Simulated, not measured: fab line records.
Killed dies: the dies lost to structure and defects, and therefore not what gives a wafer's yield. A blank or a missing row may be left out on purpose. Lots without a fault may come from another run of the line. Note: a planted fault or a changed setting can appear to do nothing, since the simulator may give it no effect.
fab line records	flow n5Finfet
record lots=7	wafers=21
route steps=1938 shown WELL_APT@21 FIN_SAQP@116 DUMMY_GATE@250 SD_EPI_P@295
startH: start of the lot's first displayed wafer, in hours after the record's first day	waitH: hours from the lot's prior step to this one	" the same as in the row above	L1.1+2: several wafers, shown together as one row	- value missing, or start not given	* or withheld: withheld	< > ~ a bound
route shown NAME@n: a module of which the file shows steps, and the number in the route of the first	usual: mean and standard deviation over wafers with no fault	same: alike in all rows	chamber/n: place in a boat	sites: readings site by site	_std_site: standard deviation across them	_edge_site: the outer-site mean with the inner-site mean subtracted	radiusMm: for every site, how far away it sits from the centre of the wafer	mask NAME#n: copy n	behind: the last tool/chamber to shape the wafer	hold: why the lot went on hold/how many hours it stayed there/how the hold came to an end	device: the n, p or np transistor that did not switch	end of line: tests of these same wafers at the route's end	a step without rows: its recipe alone	killed: count of dies lost to structure and defects at first sort (not the wafer's yield)	map: the dies of a wafer, with x for killed, . for not killed, _ for no die there
set.NAME: the setting as run; set.NAME@STEP: as run at that earlier step	model.NAME: the simulator's own value behind a step, which no gauge read
lots where settings were altered on purpose, with a table for each step and a row for each wafer
## steps
# step N5_WELL_APT_COAT_02
# recipe spinRpm=1357	resistThkNm=950
lot.wafer	tool	chamber	startH	waitH	set.spinRpm	model.coat_of_WELL_APT_COAT_02.thkNm
L074.1	lithoTrack-05	0	-	-	1357	954.3
L074.3	"	0	"	"	1468	915.4
L074.5	"	0	"	"	1357	951
L077.3	lithoTrack-03	0	-	-	1357	947.7
L077.4+6	"	0	"	"	1357	949.4
L080.2	lithoTrack-01	0	-	-	1357	947.5
L080.4	"	0	"	"	1357	946.5
L080.6	"	0	"	"	1357	945.9
L082.1	lithoTrack-03	0	-	-	1357	948.9
L082.2	"	0	"	"	1453	915.1
L082.6	"	0	"	"	1453	915.5
L084.2	lithoTrack-03	0	-	-	1357	952.7
L084.4	"	0	"	"	1357	951.4
L084.6	"	0	"	"	1357	954.9
L091.2	lithoTrack-03	0	-	-	1357	950.3
L091.3	"	0	"	"	1357	949.7
L091.4	"	0	"	"	1450	919
L094.1	lithoTrack-03	0	-	-	1460	918.5
L094.2	"	0	"	"	1357	950.6
L094.3	"	0	"	"	1357	953.2
# step N5_WELL_APT_EXPOSE_05
# recipe maskId=NWELL	na=0.8	sourceShape=conventional	sigmaOuter=0.8	polarization=unpolarized	defocusNm=0	targetCdNm=200	doseMj=20.3
lot.wafer	tool	chamber	startH	waitH	mask	set.doseMj
L074.1+5	krfScanner-01	0	13.51	-	NWELL#0	20.3
L074.3	"	0	"	"	NWELL#0	21.34
L077.3	krfScanner-01	0	31.41	-	NWELL#0	20.3
L077.4+6	"	0	"	"	NWELL#0	19.47
L080.2+4+6	krfScanner-01	0	49.66	-	NWELL#0	20.3
L082.1	krfScanner-01	0	61.53	-	NWELL#0	19.52
L082.2+6	"	0	"	"	NWELL#0	20.3
L084.2+4+6	krfScanner-02	0	73.92	-	NWELL#0	20.3
L091.2+4	krfScanner-02	0	115.77	-	NWELL#0	19.11
L091.3	"	0	"	"	NWELL#0	20.3
L094.1+2+3	krfScanner-02	0	133.41	-	NWELL#0	21.68
# step N5_WELL_APT_PEB_06
# recipe pebTempC=130	pebTimeS=90
# step N5_WELL_APT_DEVELOP_07
# recipe developTimeS=45	rinseLiquid=surfactantRinse	dry=airSpin	devTempC=21
# step N5_WELL_APT_HARDBAKE_12
# recipe tempC=130	timeS=120
# step N5_WELL_APT_CD_MEAS_08
# recipe targetCdNm=200	landingEnergyEv=500	detector=seInlens
# usual cdNm=200.2/1.7
lot.wafer	tool	chamber	startH	waitH	set.doseMj@WELL_APT_EXPOSE_05	cdNm
L074.1	cdSem-02	0	13.68	-	20.3	201.5
L074.3	"	0	"	"	21.34	208.3
L074.5	"	0	"	"	20.3	201.9
L077.3	cdSem-01	0	31.58	-	20.3	200.3
L077.4	"	0	"	"	19.47	196.2
L077.6	"	0	"	"	19.47	194.1
L080.2	cdSem-01	0	49.82	-	20.3	200.0
L080.4	"	0	"	"	20.3	197.2
L080.6	"	0	"	"	20.3	198.1
L082.1	cdSem-02	0	61.70	-	19.52	191.5
L082.2	"	0	"	"	20.3	201.0
L082.6	"	0	"	"	20.3	199.5
L084.2	cdSem-01	0	74.08	-	20.3	203.9
L084.4	"	0	"	"	20.3	203.8
L084.6	"	0	"	"	20.3	201.2
L091.2	cdSem-03	0	115.94	-	19.11	188.6
L091.3	"	0	"	"	20.3	199.1
L091.4	"	0	"	"	19.11	190.9
L094.1	cdSem-03	0	133.58	-	21.68	211.9
L094.2	"	0	"	"	21.68	209.8
L094.3	"	0	"	"	21.68	210.1
# step N5_WELL_APT_DESCUM_13
# recipe chemistry=O2	timeS=7.9	sourcePowerW=50	biasPowerW=20	pressureMtorr=20	rfFrequencyHz=2.712e+07	tempC=40	o2FlowSccm=225
lot.wafer	tool	chamber	startH	waitH	set.doseMj@WELL_APT_EXPOSE_05	model.WELL_APT.cdNm
L074.1	rieDiel-06	3	13.87	0.1	20.3	201.5
L074.3	"	1	"	"	21.34	208.4
L074.5	"	2	"	"	20.3	202.1
L077.3	rieDiel-06	1	31.66	0.0	20.3	200
L077.4	"	3	"	"	19.47	196.2
L077.6	"	1	"	"	19.47	194.2
L080.2	rieDiel-03	0	49.91	0.0	20.3	200.1
L080.4	"	2	"	"	20.3	197
L080.6	"	2	"	"	20.3	198.1
L082.1	rieDiel-05	3	61.98	0.2	19.52	191.9
L082.2	"	0	"	"	20.3	200.9
L082.6	"	2	"	"	20.3	199.5
L084.2	rieDiel-05	3	74.20	0.1	20.3	203.9
L084.4	"	3	"	"	20.3	204
L084.6	"	0	"	"	20.3	201.2
L091.2	rieDiel-05	0	116.27	0.3	19.11	188.2
L091.3	"	2	"	"	20.3	199.1
L091.4	"	1	"	"	19.11	191.1
L094.1	rieDiel-03	0	134.29	0.7	21.68	212.4
L094.2+3	"	2,3	"	"	21.68	209.9
# step N5_WELL_APT_PEB_23
# recipe pebTempC=130	pebTimeS=90
lot.wafer	tool	chamber	startH	waitH	set.pebTempC
L074.1	lithoTrack-05	0	14.93	0.1	131.6
L074.3+5	"	0	"	"	130
L077.3+6	lithoTrack-03	0	32.58	0.0	128.3
L077.4	"	0	"	"	130
L080.2+4+6	lithoTrack-05	0	50.83	0.0	130
L082.1	lithoTrack-03	0	62.92	0.1	133.4
L082.2+6	"	0	"	"	130
L084.2+4	lithoTrack-01	0	75.11	0.0	130
L084.6	"	0	"	"	131.3
L091.2	lithoTrack-01	0	117.18	0.0	130
L091.3+4	"	0	"	"	127.6
L094.1+2	lithoTrack-01	0	135.21	0.1	130
L094.3	"	0	"	"	128.8
# step N5_WELL_APT_DEVELOP_24
# recipe developTimeS=45	rinseLiquid=surfactantRinse	dry=airSpin	devTempC=21
lot.wafer	tool	chamber	startH	waitH	set.developTimeS
L074.1+5	lithoTrack-05	0	-	-	38.94
L074.3	"	0	"	"	45
L077.3+6	lithoTrack-03	0	-	-	37.98
L077.4	"	0	"	"	45
L080.2+4+6	lithoTrack-05	0	-	-	45
L082.1+2	lithoTrack-03	0	-	-	45
L082.6	"	0	"	"	55.04
L084.2+4	lithoTrack-01	0	-	-	35.15
L084.6	"	0	"	"	45
L091.2	lithoTrack-01	0	-	-	45
L091.3+4	"	0	"	"	48.21
L094.1+2+3	lithoTrack-01	0	-	-	45
# step N5_WELL_APT_HARDBAKE_29
# recipe tempC=130	timeS=120
# step N5_WELL_APT_CD_MEAS_25
# recipe targetCdNm=200	landingEnergyEv=500	detector=seInlens
# usual cdNm=199.9/2.5
lot.wafer	tool	chamber	startH	waitH	set.pebTempC@WELL_APT_PEB_23	cdNm
L074.1	cdSem-02	0	15.04	-	131.6	205.7
L074.3	"	0	"	"	130	200.6
L074.5	"	0	"	"	130	201.0
L077.3	cdSem-01	0	32.69	-	128.3	187.3
L077.4	"	0	"	"	130	195.8
L077.6	"	0	"	"	128.3	187.0
L080.2	cdSem-02	0	50.94	-	130	196.2
L080.4	"	0	"	"	130	200.0
L080.6	"	0	"	"	130	197.1
L082.1	cdSem-01	0	63.03	-	133.4	213.3
L082.2	"	0	"	"	130	196.0
L082.6	"	0	"	"	130	199.8
L084.2	cdSem-02	0	75.23	-	130	201.7
L084.4	"	0	"	"	130	199.0
L084.6	"	0	"	"	131.3	208.5
L091.2	cdSem-01	0	117.30	-	130	202.3
L091.3	"	0	"	"	127.6	188.3
L091.4	"	0	"	"	127.6	188.3
L094.1	cdSem-03	0	135.32	-	130	200.8
L094.2	"	0	"	"	130	200.3
L094.3	"	0	"	"	128.8	188.4
# step N5_WELL_APT_DESCUM_30
# recipe chemistry=O2	timeS=7.9	sourcePowerW=50	biasPowerW=20	pressureMtorr=20	rfFrequencyHz=2.712e+07	tempC=40	o2FlowSccm=225
lot.wafer	tool	chamber	startH	waitH	set.pebTempC@WELL_APT_PEB_23	model.WELL_APT.cdNm
L074.1	rieDiel-06	2	15.13	0.0	131.6	205.8
L074.3	"	1	"	"	130	200.7
L074.5	"	3	"	"	130	200.9
L077.3	rieDiel-05	0	32.78	0.0	128.3	187.1
L077.4	"	1	"	"	130	195.8
L077.6	"	1	"	"	128.3	186.8
L080.2	rieDiel-06	3	51.03	0.0	130	196.3
L080.4	"	0	"	"	130	200.1
L080.6	"	0	"	"	130	197.5
L082.1	rieDiel-03	1	63.12	0.0	133.4	213.2
L082.2	"	2	"	"	130	196.3
L082.6	"	1	"	"	130	199.5
L084.2	rieDiel-03	2	75.51	0.2	130	201.7
L084.4	"	0	"	"	130	198.6
L084.6	"	2	"	"	131.3	208.1
L091.2	rieDiel-03	2	117.52	0.2	130	202.3
L091.3	"	1	"	"	127.6	188.3
L091.4	"	0	"	"	127.6	188.1
L094.1	rieDiel-06	3	135.42	0.0	130	200.7
L094.2	"	2	"	"	130	200.3
L094.3	"	1	"	"	128.8	188.2
# step N5_FIN_SAQP_ETCH_52
# recipe chemistry=N2/H2	target=SOC	targetDepthA=1000	overetchA=200	maskMaterial=SiARC	tempC=40	timeS=150	ionEnergyEv=200	pressureMtorr=30	sourceW=840	biasW=150	n2FlowSccm=200	h2FlowSccm=200	ends=endPoint
# usual rfVppV=523.5/2.2
lot.wafer	tool	chamber	startH	waitH	set.sourceW	rfVppV
L074.1	rieDiel-05	0	22.32	0.0	840	523.0
L074.3	"	3	"	"	943.8	503.2
L074.5	"	0	"	"	943.8	503.2
L077.3	rieDiel-06	0	40.20	0.0	727.7	550.9
L077.4	"	3	"	"	727.7	547.2
L077.6	"	3	"	"	840	521.7
L080.2	rieDiel-06	0	59.42	0.0	840	525.8
L080.4	"	1	"	"	840	524.6
L080.6	"	3	"	"	840	522.0
L082.1	rieDiel-05	2	71.50	0.0	840	527.2
L082.2	"	0	"	"	840	523.5
L082.6	"	2	"	"	728.2	552.1
L084.2	rieDiel-03	2	82.74	0.0	840	521.4
L084.4	"	1	"	"	840	525.2
L084.6	"	0	"	"	840	521.6
L091.2	rieDiel-06	3	124.64	0.0	840	520.1
L091.3	"	1	"	"	954.5	502.1
L091.4	"	0	"	"	840	526.1
L094.1	rieDiel-05	1	142.98	0.0	840	525.8
L094.2	"	0	"	"	840	524.5
L094.3	"	3	"	"	840	522.0
# step N5_DUMMY_GATE_ETCH_42
# recipe chemistry=CHF3/O2	target=SiO2	targetDepthA=35	timeS=31	ionEnergyEv=30	biasW=12	pressureMtorr=30	sourceW=600	Ar_flow_sccm=200	CHF3_flow_sccm=50	O2_flow_sccm=5
# usual rfVppV=42.4/1
lot.wafer	tool	chamber	startH	waitH	set.biasW	rfVppV
L074.1	rieDiel-02	0	47.01	0.2	12	42.2
L074.3	"	1	"	"	12	42.4
L074.5	"	1	"	"	12	43.3
L077.3	rieDiel-02	1	66.69	0.1	12	41.1
L077.4	"	0	"	"	12.7	44.1
L077.6	"	1	"	"	12.7	44.6
L080.2	rieDiel-04	1	83.74	0.1	12	43.0
L080.4	"	0	"	"	12	43.1
L080.6	"	3	"	"	12	42.8
L082.1	rieDiel-02	3	95.47	0.0	12	41.9
L082.2	"	0	"	"	10.43	36.6
L082.6	"	1	"	"	10.43	39.6
L084.2	rieDiel-01	0	110.95	0.0	12	42.6
L084.4	"	3	"	"	13.74	46.9
L084.6	"	0	"	"	12	44.0
L091.2	rieDiel-01	1	148.49	0.1	12	42.9
L091.3	"	3	"	"	12	41.1
L091.4	"	0	"	"	12	42.6
L094.1	rieDiel-02	1	170.09	0.0	14.05	46.3
L094.2	"	3	"	"	14.05	48.1
L094.3	"	2	"	"	12	41.0
# step N5_SD_EPI_P_COAT_34
# recipe resist=SOC	tempC=250	timeS=60	spinRpm=1500	resistThkNm=350
lot.wafer	tool	chamber	startH	waitH	set.spinRpm	model.SOC_of_SD_EPI_P_COAT_34.thkNm
L074.1	lithoTrack-04	0	53.78	0.0	1500	350
L074.3	"	0	"	"	1439	357.8
L074.5	"	0	"	"	1500	350.4
L077.3	lithoTrack-04	0	73.71	0.0	1500	349.6
L077.4	"	0	"	"	1500	349.2
L077.6	"	0	"	"	1500	349.4
L080.2+4	lithoTrack-02	0	89.53	0.0	1500	349.4
L080.6	"	0	"	"	1500	350
L082.1	lithoTrack-04	0	100.97	0.0	1500	351.6
L082.2	"	0	"	"	1500	350.2
L082.6	"	0	"	"	1500	351.4
L084.2	lithoTrack-02	0	116.26	0.0	1500	350.8
L084.4	"	0	"	"	1500	351.6
L084.6	"	0	"	"	1500	350.6
L091.2	lithoTrack-02	0	155.45	0.0	1500	348.6
L091.3	"	0	"	"	1637	333.8
L091.4	"	0	"	"	1500	348.8
L094.1	lithoTrack-02	0	176.43	0.0	1500	350.4
L094.2	"	0	"	"	1500	350.2
L094.3	"	0	"	"	1500	349
# step N5_SD_EPI_P_COAT_35
# recipe resist=SiARC	tempC=220	timeS=60	spinRpm=1500	resistThkNm=35
lot.wafer	tool	chamber	startH	waitH	set.spinRpm	model.SiARC_of_SD_EPI_P_COAT_35.thkNm
L074.1+5	lithoTrack-04	0	-	-	1500	34.8
L074.3	"	0	"	"	1500	35
L077.3+6	lithoTrack-04	0	-	-	1500	35
L077.4	"	0	"	"	1593	34
L080.2+4+6	lithoTrack-02	0	-	-	1500	35
L082.1+2	lithoTrack-04	0	-	-	1595	33.8
L082.6	"	0	"	"	1500	35
L084.2	lithoTrack-02	0	-	-	1562	34.2
L084.4	"	0	"	"	1500	35
L084.6	"	0	"	"	1500	35.2
L091.2	lithoTrack-02	0	-	-	1604	33.8
L091.3	"	0	"	"	1500	35
L091.4	"	0	"	"	1500	35.2
L094.1	lithoTrack-02	0	-	-	1408	36.2
L094.2	"	0	"	"	1408	36
L094.3	"	0	"	"	1500	35
# step N5_SD_EPI_P_COAT_03
# recipe resist=CAR-ArF-block	spinRpm=1500	resistThkNm=150
# step N5_SD_EPI_P_EBR_05
# recipe solvent=PGMEA	ebrWidthMm=1.5
# step N5_SD_EPI_P_DESCUM_14
# recipe chemistry=O2	timeS=7.9	sourcePowerW=50	biasPowerW=20	pressureMtorr=20	rfFrequencyHz=2.712e+07	tempC=40	resist=CAR-ArF-block	o2FlowSccm=225
# step N5_SD_EPI_P_ETCH_36
# recipe chemistry=CF4	target=SiARC	targetDepthA=455	maskMaterial=CAR-ArF-block	timeS=75.8	ionEnergyEv=80	pressureMtorr=40	sourceW=545	biasW=36	Ar_flow_sccm=100	cf4FlowSccm=100	ends=cleared
lot.wafer	tool	chamber	startH	waitH	set.spinRpm@SD_EPI_P_COAT_35	model.CAR-ArF-block_of_SD_EPI_P_COAT_03.thkNm	model.etch.depthNm
L074.1	rieDiel-01	1	55.59	0.0	1500	111	34.9
L074.3	"	0	"	"	1500	111	34.99
L074.5	"	1	"	"	1500	110.8	34.82
L077.3	rieDiel-02	0	74.20	0.0	1500	110.8	35.01
L077.4	"	3	"	"	1593	112	33.97
L077.6	"	3	"	"	1500	111	34.91
L080.2	rieDiel-01	1	90.39	0.0	1500	111.2	34.96
L080.4	"	2	"	"	1500	110.6	34.99
L080.6	"	3	"	"	1500	111.4	34.93
L082.1	rieDiel-01	3	101.89	0.0	1595	112	33.86
L082.2	"	0	"	"	1595	111.8	33.85
L082.6	"	1	"	"	1500	111.2	35.01
L084.2	rieDiel-02	3	116.75	0.0	1562	112.4	34.27
L084.4	"	1	"	"	1500	111.4	35
L084.6	"	2	"	"	1500	111.4	35.1
L091.2	rieDiel-04	2	156.05	0.0	1604	112.4	33.9
L091.3	"	1	"	"	1500	111.4	35.05
L091.4	"	3	"	"	1500	111.6	35.18
L094.1	rieDiel-02	0	176.92	0.0	1408	110.4	36.15
L094.2	"	3	"	"	1408	109.4	36.08
L094.3	"	2	"	"	1500	111.2	34.91
# step N5_SD_EPI_P_ETCH_37
# recipe chemistry=N2/H2	target=SOC	overetchA=1080	maskMaterial=SiARC	tempC=40	ionEnergyEv=100	sourceW=3000	biasW=133	pressureMtorr=20	timeS=486	n2FlowSccm=200	h2FlowSccm=200	ends=endPoint
lot.wafer	tool	chamber	startH	waitH	set.spinRpm@SD_EPI_P_COAT_35	model.SiARC_of_SD_EPI_P_COAT_35.thkNm
L074.1	rieDiel-01	1	55.65	0.0	1500	19.2
L074.3+5	"	0,1	"	"	1500	19
L077.3	rieDiel-02	0	74.26	0.0	1500	19.8
L077.4	"	3	"	"	1593	18.6
L077.6	"	3	"	"	1500	19.6
L080.2	rieDiel-01	1	90.44	0.0	1500	19.2
L080.4	"	2	"	"	1500	20
L080.6	"	3	"	"	1500	19.6
L082.1	rieDiel-01	3	101.95	0.0	1595	18.4
L082.2	"	0	"	"	1595	17.6
L082.6	"	1	"	"	1500	19.4
L084.2	rieDiel-02	3	116.80	0.0	1562	19
L084.4	"	1	"	"	1500	19.6
L084.6	"	2	"	"	1500	20.2
L091.2	rieDiel-04	2	156.11	0.0	1604	18.2
L091.3	"	1	"	"	1500	20.2
L091.4	"	3	"	"	1500	20.4
L094.1+2	rieDiel-02	0,3	176.98	0.0	1408	20.8
L094.3	"	2	"	"	1500	20.2
## key
split step=N5_WELL_APT_COAT_02	setting=spinRpm	stated=1357	by=wafer
response step=N5_WELL_APT_COAT_02	reading=model.coat_of_WELL_APT_COAT_02.thkNm	change=-4.55	per=1%	r=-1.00
split step=N5_WELL_APT_EXPOSE_05	setting=doseMj	stated=20.3	by=wafer
response step=N5_WELL_APT_CD_MEAS_08	reading=cdNm	change=+1.55	per=1%	r=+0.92
response step=N5_WELL_APT_DESCUM_13	reading=model.WELL_APT.cdNm	change=+1.53	per=1%	r=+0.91
split step=N5_WELL_APT_PEB_23	setting=pebTempC	stated=130	by=wafer
response step=N5_WELL_APT_CD_MEAS_25	reading=cdNm	change=+6.71	per=1%	r=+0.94
response step=N5_WELL_APT_DESCUM_30	reading=model.WELL_APT.cdNm	change=+6.71	per=1%	r=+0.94
split step=N5_WELL_APT_DEVELOP_24	setting=developTimeS	stated=45	by=wafer
response none clear
split step=N5_FIN_SAQP_ETCH_52	setting=sourceW	stated=840	by=wafer
response step=N5_FIN_SAQP_ETCH_52	reading=rfVppV	change=-1.81	per=1%	r=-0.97
split step=N5_DUMMY_GATE_ETCH_42	setting=biasW	stated=12	by=wafer
response step=N5_DUMMY_GATE_ETCH_42	reading=rfVppV	change=+0.322	per=1%	r=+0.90
split step=N5_SD_EPI_P_COAT_34	setting=spinRpm	stated=1500	by=wafer
response step=N5_SD_EPI_P_COAT_34	reading=model.SOC_of_SD_EPI_P_COAT_34.thkNm	change=-1.67	per=1%	r=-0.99
split step=N5_SD_EPI_P_COAT_35	setting=spinRpm	stated=1500	by=wafer
response step=N5_SD_EPI_P_COAT_35	reading=model.SiARC_of_SD_EPI_P_COAT_35.thkNm	change=-0.184	per=1%	r=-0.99
response step=N5_SD_EPI_P_ETCH_36	reading=model.CAR-ArF-block_of_SD_EPI_P_COAT_03.thkNm	change=+0.163	per=1%	r=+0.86
response step=N5_SD_EPI_P_ETCH_36	reading=model.etch.depthNm	change=-0.179	per=1%	r=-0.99
response step=N5_SD_EPI_P_ETCH_37	reading=model.SiARC_of_SD_EPI_P_COAT_35.thkNm	change=-0.208	per=1%	r=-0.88
